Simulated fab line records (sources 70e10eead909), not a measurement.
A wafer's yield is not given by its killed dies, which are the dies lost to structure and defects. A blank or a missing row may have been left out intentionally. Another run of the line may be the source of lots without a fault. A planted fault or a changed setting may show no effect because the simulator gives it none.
A struck lot beside a sound one    flow nand harc    24 steps out of a route of 1302
Sound: these wafers, L827.3, L827.5, L827.6. Struck: wafer L816.6 (left out: L816.1, L816.3 of the same lot, which were not struck); the cause appears at the end.
Order at every step that has rows: each side's tool, ch and its chambers, its first start. Under that, the readings that differ: sound wafers    struck wafers    difference of the means    sigmas: that difference in standard deviations of wafers without a fault.
alike: same words and numbers on both sides, and readings whose means sit less than 2 such deviations apart. not compared: any withheld reading, any reading some wafer has no value for, any bound like >300 that may hide the same value, and any number with overlapping values for which the record gives no deviation.
A row with sigmas, a row that says differs or no value, or rows on one side alone: a step with any of these is where the two part. Numbers that have no deviation but don't overlap get no sigmas and don't part them. A reading that every wafer of one side lacks parts them only if that side has two wafers or more.

NHARC_P_CONTACT_DEP_00: deposits SiO2, target thk 500 nm.
  sound: pecvd-02 ch 0,1; struck: pecvd-02 ch 0
  alike: heater power w, throttle valve pct
NHARC_P_CONTACT_CMP_01: polishes SiO2, target thk 200 nm.
  sound on cmp-02 ch 0,1,2, day 13 15:15; struck on cmp-02 ch 3, day 9 12:21
  alike: motor current A
then, 9 steps without rows for these wafers: NHARC_P_CONTACT_SRD_03; NHARC_P_CONTACT_DEHYDRATE_04 (time 120 s); NHARC_P_CONTACT_HMDS_05 (time 30 s); NHARC_P_CONTACT_COAT_33 (time 75 s); NHARC_P_CONTACT_COAT_34 (time 65 s); NHARC_P_CONTACT_COAT_06 (resist thk 90 nm); NHARC_P_CONTACT_SOFTBAKE_07 (time 55 s); NHARC_P_CONTACT_EBR_08; NHARC_P_CONTACT_EXPOSE_09 (exposes mask P CA, target cd 90 nm).
NHARC_P_CONTACT_PEB_10: peb time 65 s.
  sound on litho track-01 ch 0, day 13 15:49; struck on litho track-06 ch 0, day 9 13:06
  alike: exhaust pa
then, 1 step without rows for these wafers: NHARC_P_CONTACT_DEVELOP_11 (develop time 35 s).
NHARC_P_CONTACT_CD_MEAS_12 targets a cd of 90 nm.
  sound on cd sem-01 ch 0, day 13 15:55; struck on cd sem-02 ch 0, day 9 13:11
reading     sound           struck  difference  sigmas
cd nm (nm)  90.7 89.7 90.7  93.7    +3.3        +7
NHARC_P_CONTACT_OVL_MEAS_13:
  sound: overlay-01 at day 13 15:59; struck: overlay-01 at day 9 13:16
  alike: overlay x nm, overlay y nm
NHARC_P_CONTACT_INSPECT_14:
  sound: defect inspect-02 at day 13 16:02; struck: defect inspect-01 at day 9 13:18
  alike: raw defect count
NHARC_P_CONTACT_DESCUM_17: chemistry O2, time 3 s.
  sound on rie diel-05 ch 1,3, day 13 16:07; struck on rie diel-02 ch 1, day 9 13:22
reading                          sound           struck  difference  sigmas
rf vpp V (V)                     58.0 57.6 58.7  60.9    +2.8        +3
showerhead plenum p Torr (Torr)  1.85 1.85 1.92  2.05    +0.18       +2
model.P_CONTACT.cd nm (nm)       90.72 90 91.07  93.74   +3.14       
  alike: chamber pressure mTorr, drypump motor current A, oes product au, throttle valve pct
  not compared: rf hours counter h
NHARC_P_CONTACT_ETCH_35: etches the open film in CF4, target depth 39 nm, time 65 s.
  sound on rie diel-05 ch 1,3, day 13 16:11; struck on rie diel-02 ch 1, day 9 13:27
reading                          sound           struck  difference  sigmas
showerhead plenum p Torr (Torr)  1.72 1.72 1.77  1.88    +0.14       +2
  alike: chamber pressure mTorr, drypump motor current A, oes product au, rf vpp V, throttle valve pct
  not compared: rf hours counter h
NHARC_P_CONTACT_ETCH_36: etches the open film in N2/H2, target depth 260 nm, time 406.25 s.
  sound: rie diel-05 ch 1,2,3; struck: rie diel-02 ch 3
  alike: chamber pressure mTorr, drypump motor current A, n2 flow sccm, oes product au, rf vpp V, showerhead plenum p Torr, throttle valve pct
  not compared: rf hours counter h
NHARC_P_CONTACT_ETCH_18: etches the open film in C4F8/O2/Ar, target depth 481 nm, time 240.5 s.
  sound: rie diel-05 ch 1,3; struck: rie diel-02 ch 0
  alike: chamber pressure mTorr, oes product au, rf vpp V
  not compared: rf hours counter h
then, 1 step without rows for these wafers: NHARC_P_CONTACT_STRIP_37 (strips in C4F8/O2/Ar).
NHARC_P_CONTACT_ETCH_31: etches the open film in CH3F/O2, target depth 30 nm, time 85.7 s.
  sound: rie diel-05 ch 2,3; struck: rie diel-02 ch 3
reading                     sound              struck  difference  sigmas
model.P_CONTACT.cd nm (nm)  92.97 90.57 91.13  95.53   +3.97       
  alike: chamber pressure mTorr, drypump motor current A, oes product au, rf vpp V, showerhead plenum p Torr, throttle valve pct
  not compared: rf hours counter h
NHARC_P_CONTACT_CD_MEAS_19:
  sound: cd sem-02 at day 13 17:07; struck: cd sem-01 at day 9 14:14
reading     sound           struck  difference  sigmas
cd nm (nm)  93.0 90.5 91.2  95.1    +3.5        +3
then, 1 step without rows for these wafers: NHARC_P_CONTACT_STRIP_28 (strips in O2).

## WHERE THEY PART
Last at NHARC_P_CONTACT_CD_MEAS_19 as far as this record goes, first at NHARC_P_CONTACT_CD_MEAS_12.

WHY: what the simulator had put in
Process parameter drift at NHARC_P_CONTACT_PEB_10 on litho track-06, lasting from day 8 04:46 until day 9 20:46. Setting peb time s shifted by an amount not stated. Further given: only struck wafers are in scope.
